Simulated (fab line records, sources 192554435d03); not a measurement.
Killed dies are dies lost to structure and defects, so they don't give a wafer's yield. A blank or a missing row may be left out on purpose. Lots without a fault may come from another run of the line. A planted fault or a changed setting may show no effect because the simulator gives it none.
Chamber matching | flow n5_finfet | N5_BEOL_M3_DESCUM_16 on rie_diel-03: 4 sister chambers
The step chemistry O2, time 7 s. 8 wafers are shown with their chamber, then 10 later ones without.

WAFERS WITH THEIR CHAMBER
wafer  | chamber | drypump_motor_current_A (A) | showerhead_plenum_p_Torr (Torr)
L084.2 | 3       | 5.8                         | 2.13
L087.2 | 2       | 6.0                         | 1.98
L088.5 | 1       | 4.9                         | 2.14
L089.1 | 0       | 5.8                         | 2.19
L089.2 | 1       | 4.9                         | 2.14
L089.6 | 0       | 5.8                         | 2.19
L090.1 | 2       | 6.0                         | 1.98
L090.4 | 3       | 5.9                         | 2.12

WAFERS WITHOUT THEIR CHAMBER
wafer  | drypump_motor_current_A (A) | showerhead_plenum_p_Torr (Torr)
L090.5 | 4.9                         | 2.14
L094.2 | 6.0                         | 1.98
L094.3 | 4.9                         | 2.14
L094.4 | 5.9                         | 2.12
L095.3 | 5.9                         | 2.12
L095.5 | 6.0                         | 1.98
L095.6 | 4.9                         | 2.14
L097.2 | 5.8                         | 2.19
L097.4 | 4.9                         | 2.13
L097.5 | 5.8                         | 2.12

WHICH CHAMBER EACH WENT THROUGH
wafer  | from the rows above | in truth
L090.5 | 1                   | 1
L094.2 | 2                   | 2
L094.3 | 1                   | 1
L094.4 | 3                   | 3
L095.3 | 3                   | 3
L095.5 | 2                   | 2
L095.6 | 1                   | 1
L097.2 | 0                   | 0
L097.4 | 1                   | 1
L097.5 | 3                   | 3
Placed correctly: 10 of 10. Can't be placed from these rows: 0. Placed wrongly: 0.
How it was worked out, from the rows above alone: a wafer's distance from a chamber is the root of the sum, over the readings, of the square of ((its reading less the chamber's mean) divided by the reading's scatter). The wafer belongs to the nearest chamber; if the next one is less than 2 further off, it can't be placed. A chamber's mean is the mean of its shown wafers. The scatter: the root of (the sum of the squares of (reading less its chamber's mean) over the shown wafers, divided by (wafers less chambers)).
